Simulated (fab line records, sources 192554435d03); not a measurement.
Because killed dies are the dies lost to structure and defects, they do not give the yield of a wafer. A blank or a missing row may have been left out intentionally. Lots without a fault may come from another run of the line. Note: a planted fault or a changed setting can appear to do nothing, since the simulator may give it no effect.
Split-lot experiment -- flow n5-finfet -- 7 lots, 21 wafers read, on a route of 1938 steps

## THE SPLIT ITSELF
At N5_BEOL_M3_ETCH_70 (etches SOC in N2/H2, target depth 80 nm, overetch 16 nm, time 120 s), the setting source-w was moved away from the recipe's 840 W on 5 of the 21 wafers read, by -16.5% to +16.7%. This setting was run at the recipe's value on the other wafers.

Reading taken at the split's own step.

## THE READING
rf-vpp-V, in V, at N5_BEOL_M3_ETCH_70 (etches SOC in N2/H2, target depth 80 nm, overetch 16 nm, time 120 s). A value of 524.5 V with a standard deviation of 1.8 V is what fault-free wafers of this fab line usually give.

wafer,"tool, chamber at the split","source-w as run, W",against the recipe,"rf-vpp-V, V",against lot-mates on the recipe
L080.4,"rie-diel-06, 2",840,recipe,522.8,-
L080.5,"rie-diel-06, 0",840,recipe,523.0,-
L080.6,"rie-diel-06, 3",721.5,-14.1%,550.8,+27.9
L084.2,"rie-diel-04, 2",840,recipe,523.3,-
L084.4,"rie-diel-04, 3",840,recipe,524.1,-
L084.5,"rie-diel-04, 3",840,recipe,525.5,-
L086.1,"rie-diel-02, 2",840,recipe,524.9,-
L086.2,"rie-diel-02, 3",701.1,-16.5%,558.5,+33.6
L086.3,"rie-diel-02, 0",701.1,-16.5%,555.9,+31.0
L092.2,"rie-diel-02, 0",840,recipe,523.1,-
L092.4,"rie-diel-02, 3",840,recipe,526.4,-
L092.5,"rie-diel-02, 0",840,recipe,523.4,-
L093.3,"rie-diel-06, 3",840,recipe,521.2,-
L093.4,"rie-diel-06, 1",840,recipe,525.7,-
L093.6,"rie-diel-06, 3",840,recipe,524.0,-
L094.1,"rie-diel-02, 1",840,recipe,524.9,-
L094.5,"rie-diel-02, 3",840,recipe,526.2,-
L094.6,"rie-diel-02, 2",980.6,+16.7%,498.5,-27.0
L097.2,"rie-diel-02, 3",757.6,-9.8%,545.1,+20.7
L097.4,"rie-diel-02, 2",840,recipe,524.8,-
L097.6,"rie-diel-02, 1",840,recipe,524.0,-

FIT RESULTS
A straight line over all 21 wafers: rf-vpp-V changes by -1.85 V for each +1% of source-w; r = -0.99; the points scatter about the line by 1.9 V.
The same after taking each lot's own level away (the mean of its wafers on the recipe; 21 wafers): -1.87 V for each +1%; r = -0.99; scatter 1.6 V.
On that fit, the largest move of source-w shifts the reading by 31 V.
The span of the lots' own levels, 522.90 to 525.55 V, comes to 1.5 times the standard deviation stated above.
So the lot-to-lot level changes the slope little: the two slopes agree.
Check: -33 V against its lot-mates is what the line predicts for one of the wafers moved furthest among these (+16.7%) when that wafer is left out of the fit. It came out at -27 V against them.
Tool readings at the split's step, against how far the setting was moved: rf-vpp-V r = -0.99.

## THE OTHER SPLITS THESE WAFERS WENT THROUGH
Before the reading, these wafers also passed through other splits. Each is held against what the fit with the lots' levels taken away leaves over:
other split on the same wafers,wafers away from the commonest value,r with rf-vpp-V (lot level and that fit taken away)
N5_MOL_CONTACT_COAG_PECVD_31 temp-c,5,-0.04
N5_MOL_CONTACT_COAG_COAT_78 spin-rpm,4,-0.25
N5_MOL_CONTACT_COAG_ETCHBACK_135 time-s,11,-0.11
N5_MOL_CONTACT_COAG_COAT_64 spin-rpm,8,+0.07
N5_BEOL_M0_SAQP_EXPOSE_11 dose-mj,7,+0.05
N5_BEOL_M0_SAQP_PEB_12 peb-time-s,8,+0.31
N5_BEOL_M0_SAQP_CUT_ETCH_46 source-w,7,-0.11
N5_BEOL_M0_CUTY_COAT_50 spin-rpm,7,+0.13
N5_BEOL_M1_SPUTTER_48 time-s,7,+0.14
N5_BEOL_M2_SPUTTER_86 time-s,7,+0.07

## THE FILE'S OWN FIT
rf-vpp-V changes by -1.87 V for each +1% of source-w, r = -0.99.
